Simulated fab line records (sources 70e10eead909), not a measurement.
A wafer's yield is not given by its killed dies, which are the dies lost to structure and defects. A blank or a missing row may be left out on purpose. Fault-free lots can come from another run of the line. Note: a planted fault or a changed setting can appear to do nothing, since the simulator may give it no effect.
A lot that was struck, set against a sound lot | flow nand-harc | 17 steps out of a route of 1302
Sound: these wafers, L471.2, L471.3, L471.6. Struck: wafer L480.4 (left out: L480.1, L480.2 of the same lot, which were not struck); the cause appears at the end.
For every step that has rows: the tool of each side, followed by ch and its chambers, followed by its first start. Under that, the readings that differ: sound wafers | struck wafers | difference of the means | sigmas: that difference in standard deviations of wafers without a fault.
alike: words and numbers the same on both sides, and readings whose means are apart by under 2 such deviations; not compared: readings that were withheld, readings missing a value for some wafer, numbers with overlapping values and no deviation given by the record, and bounds like >300 which may hide the same value.
A row with sigmas, a row that says differs or no value, or rows on one side alone: a step with any of these is where the two part. Numbers that don't overlap but have no deviation are shown without sigmas and don't part them. A reading missing from all wafers of one side parts the sides only when that side holds two or more wafers.

NHARC_A_M1_INSPECT_11:
  sound on defect-inspect-01, day 24 22:34; struck on defect-inspect-01, day 29 02:32
  alike: raw-defect-count
NHARC_A_M1_DESCUM_14: chemistry O2, time 3 s.
  sound on rie-diel-08 ch 0,1,2, day 24 22:38; struck on rie-diel-08 ch 0, day 29 02:35
  alike: drypump-motor-current-A, mfc-ar-sccm, oes-product-au, rf-vpp-V, showerhead-plenum-p-Torr, throttle-valve-pct
  not compared: rf-hours-counter-h
then, 2 steps without rows for these wafers: NHARC_A_M1_ETCH_35 (etches the open film in N2/H2, target depth 40 nm, overetch 12 nm, time 43.94 s); NHARC_A_M1_ETCH_15 (etches the open film in C4F8/Ar, target depth 182.5 nm, time 91.2 s).
NHARC_A_M1_CD_MEAS_16:
  sound on cd-sem-02, day 24 22:56; struck on cd-sem-02, day 29 02:54
  alike: cd-nm
then, 1 step without rows for these wafers: NHARC_A_M1_STRIP_18 (strips in N2/H2).
NHARC_A_M1_ETCH_28: etches the open film in CF4/N2, target depth 30 nm, time 72.99 s.
  sound on rie-diel-04 ch 0,2,3; struck on rie-diel-04 ch 2
  alike: drypump-motor-current-A, mfc-ar-sccm, n2-flow-sccm, oes-product-au, rf-fwd-power-W, rf-vpp-V, showerhead-plenum-p-Torr, throttle-valve-pct
  not compared: rf-hours-counter-h
then, 1 step without rows for these wafers: NHARC_A_M1_STRIP_19 (strips in post etch residue remover, time 600 s).
NHARC_A_M1_DEGAS_29: time 60 s.
  sound on pvd-sputter-01, day 24 23:41; struck on pvd-sputter-01, day 29 03:40
  alike: heater-power-w
then, 1 step without rows for these wafers: NHARC_A_M1_PRE_CLEAN_30 (time 30 s).
NHARC_A_M1_PVD_20: deposits TaN, target thk 5 nm, time 8.06 s.
  sound on pvd-sputter-01; struck on pvd-sputter-01
  alike: substrate-temp-c, throttle-valve-pct
NHARC_A_M1_PVD_21: deposits Cu, target thk 30 nm, time 20.49 s.
  sound on pvd-sputter-01; struck on pvd-sputter-01
  alike: substrate-temp-c, throttle-valve-pct
NHARC_A_M1_ECD_22: material Cu, target thk 400 nm.
  sound on ecd-cu-01 ch 0,1, day 25 00:04; struck on ecd-cu-02 ch 0,1, day 29 04:02
then, 1 step without rows for these wafers: NHARC_A_M1_ANNEAL_31 (time 90 s).
NHARC_A_M1_CMP_23: polishes, t overpolish 20 s, target thk 154.34 nm.
  sound on cmp-04 ch 1,3, day 25 00:47; struck on cmp-04 ch 2, day 29 04:47
  reading                | sound          | struck | difference | sigmas
  time-to-endpoint-s (s) | 27.0 27.5 27.9 | 12.5   | -15.0      | -6
  alike: motor-current-A
NHARC_A_M1_THK_MEAS_24: measures by xrf.
  sound on film-metro-02, day 25 01:06; struck on film-metro-02, day 29 05:04
  alike: thk-nm
NHARC_END_SORT_01:
  sound on prober-01 ch 0, day 27 08:25; struck on prober-02 ch 0, day 30 15:29
  alike: defect-limited-yield, killed-at-array, killed-at-other, killed-at-periphery, killed-dies, killed-open, killed-short

WHERE THEY PART
At NHARC_A_M1_CMP_23 and nowhere else, as far as this record goes. Later steps at which nothing parts them and some readings are alike: NHARC_A_M1_THK_MEAS_24, NHARC_END_SORT_01.

WHY: what had been put in by the simulator
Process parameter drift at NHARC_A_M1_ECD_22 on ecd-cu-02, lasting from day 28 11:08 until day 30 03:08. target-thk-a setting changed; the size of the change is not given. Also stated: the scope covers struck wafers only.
